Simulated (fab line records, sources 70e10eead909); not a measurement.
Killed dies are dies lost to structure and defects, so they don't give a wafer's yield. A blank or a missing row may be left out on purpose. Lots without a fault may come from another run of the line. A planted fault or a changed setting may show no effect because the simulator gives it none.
A struck lot beside a sound one | flow nand_harc | 11 steps out of a route of 1302
Sound: wafers L176.2, L176.3, L176.4. Struck: wafer L188.1. (L188.5 of the same lot was not struck and is left out.) The cause comes at the end.
At each step with rows: each side's tool, then ch and its chambers, then its first start. Under that, the readings that differ: sound wafers | struck wafers | difference of the means | sigmas: that difference in standard deviations of wafers without a fault.
alike: readings whose means differ by less than 2 such deviations, and words and numbers that are the same on both sides. not compared: withheld readings, readings that some wafer has no value for, bounds like >300 that may hide the same value, and numbers for which the record gives no deviation and whose values overlap.
The two part at a step that has a row with sigmas, a row that says differs or no value, or rows on one side only. Numbers that don't overlap but have no deviation are shown without sigmas and don't part them. A reading that every wafer of one side lacks parts them only if that side has two wafers or more.

NHARC_P_START_INSPECT_01:
  sound on defect_inspect-01, day 3 02:02; struck on defect_inspect-01, day 8 02:02
  alike: raw_defect_count
then, 7 steps without rows for these wafers: NHARC_P_ZERO_WELL_PRECLEAN_00 (cleans in SPM, time 600 s); NHARC_P_ZERO_WELL_SRD_01; NHARC_P_ZERO_WELL_PECVD_02 (deposits SiO2, target thk 10 nm); NHARC_P_ZERO_WELL_DEHYDRATE_03 (time 120 s); NHARC_P_ZERO_WELL_HMDS_04 (time 30 s); NHARC_P_ZERO_WELL_COAT_64 (time 65 s); NHARC_P_ZERO_WELL_COAT_05 (resist thk 600 nm).
NHARC_P_ZERO_WELL_SOFTBAKE_06: time 70 s.
  sound on litho_track-02 ch 0, day 3 02:00; struck on litho_track-05 ch 0, day 8 02:00
  reading                  | sound             | struck | difference | sigmas
  heater_power_total_W (W) | 199.0 202.2 202.5 | 206.2  | +5.0       | +4
then, 1 step without rows for these wafers: NHARC_P_ZERO_WELL_EBR_07.
-- the record jumps here: 23 days lie between the struck wafers' starts before and after (it left off in module P_ZERO_WELL and takes up again in module END, whose first step shown is number 1302 of the route) --
NHARC_END_SORT_01:
  sound on prober-01 ch 0, day 25 12:50; struck on prober-01 ch 0, day 30 20:57
  alike: killed_at_array, killed_at_other, killed_at_periphery, killed_dies, killed_open, killed_short

WHERE THEY PART
Only at NHARC_P_ZERO_WELL_SOFTBAKE_06, within this record. Later steps at which nothing parts them and some readings are alike: NHARC_END_SORT_01.

WHY: what the simulator had put in
Process parameter drift: litho_track-05, from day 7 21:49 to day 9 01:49, at NHARC_P_ZERO_WELL_SOFTBAKE_06. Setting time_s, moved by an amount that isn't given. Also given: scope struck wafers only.
